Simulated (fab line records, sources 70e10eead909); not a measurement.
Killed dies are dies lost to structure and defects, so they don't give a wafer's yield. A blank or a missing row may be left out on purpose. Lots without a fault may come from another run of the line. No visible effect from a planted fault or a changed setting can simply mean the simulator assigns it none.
Chamber matching / flow nand-harc / 4 sister chambers for NHARC_P_M1_ETCH_35 on rie-diel-07
The step etches the open film in N2/H2, target depth 40 nm, overetch 12 nm, time 43.94 s. 4 wafers are shown with their chamber, then 9 later ones without.

## EACH WAFER AND ITS CHAMBER
wafer=L821.2; chamber=2; rf-vpp-V (V)=435.0
wafer=L822.6; chamber=0; rf-vpp-V (V)=432.4
wafer=L824.2; chamber=3; rf-vpp-V (V)=431.1
wafer=L824.5; chamber=1; rf-vpp-V (V)=429.1

## WAFERS WITHOUT THEIR CHAMBER
wafer=L829.1; rf-vpp-V (V)=432.4
wafer=L829.2; rf-vpp-V (V)=430.3
wafer=L829.6; rf-vpp-V (V)=433.5
wafer=L831.2; rf-vpp-V (V)=431.0
wafer=L831.3; rf-vpp-V (V)=429.4
wafer=L831.4; rf-vpp-V (V)=432.6
wafer=L832.1; rf-vpp-V (V)=434.4
wafer=L832.3; rf-vpp-V (V)=434.8
wafer=L832.6; rf-vpp-V (V)=431.1

## WHICH CHAMBER EACH ONE RAN IN
wafer=L829.1; from the rows above=0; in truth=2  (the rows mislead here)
wafer=L829.2; from the rows above=can't be placed: 3 or 1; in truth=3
wafer=L829.6; from the rows above=can't be placed: 0 or 2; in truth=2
wafer=L831.2; from the rows above=3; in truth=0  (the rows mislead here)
wafer=L831.3; from the rows above=1; in truth=1
wafer=L831.4; from the rows above=0; in truth=0
wafer=L832.1; from the rows above=2; in truth=2
wafer=L832.3; from the rows above=2; in truth=2
wafer=L832.6; from the rows above=3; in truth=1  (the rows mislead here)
Placed correctly: 4 of 9. Unplaceable from these rows: 2, with the true chamber sitting among the candidates in 2. Number placed wrongly: 3.
How it was worked out, from the rows above alone: a wafer's distance from a chamber is the root of the sum, over the readings, of the square of ((its reading less the chamber's mean) divided by the reading's scatter). If the next closest chamber is less than 2 further off than the closest, the wafer can't be placed; otherwise it belongs to the closest. Each chamber's mean is taken over the wafers shown for it. The scatter: with one shown wafer a chamber, the root of the mean of the squares of how far each hidden wafer lies from its nearest shown one.
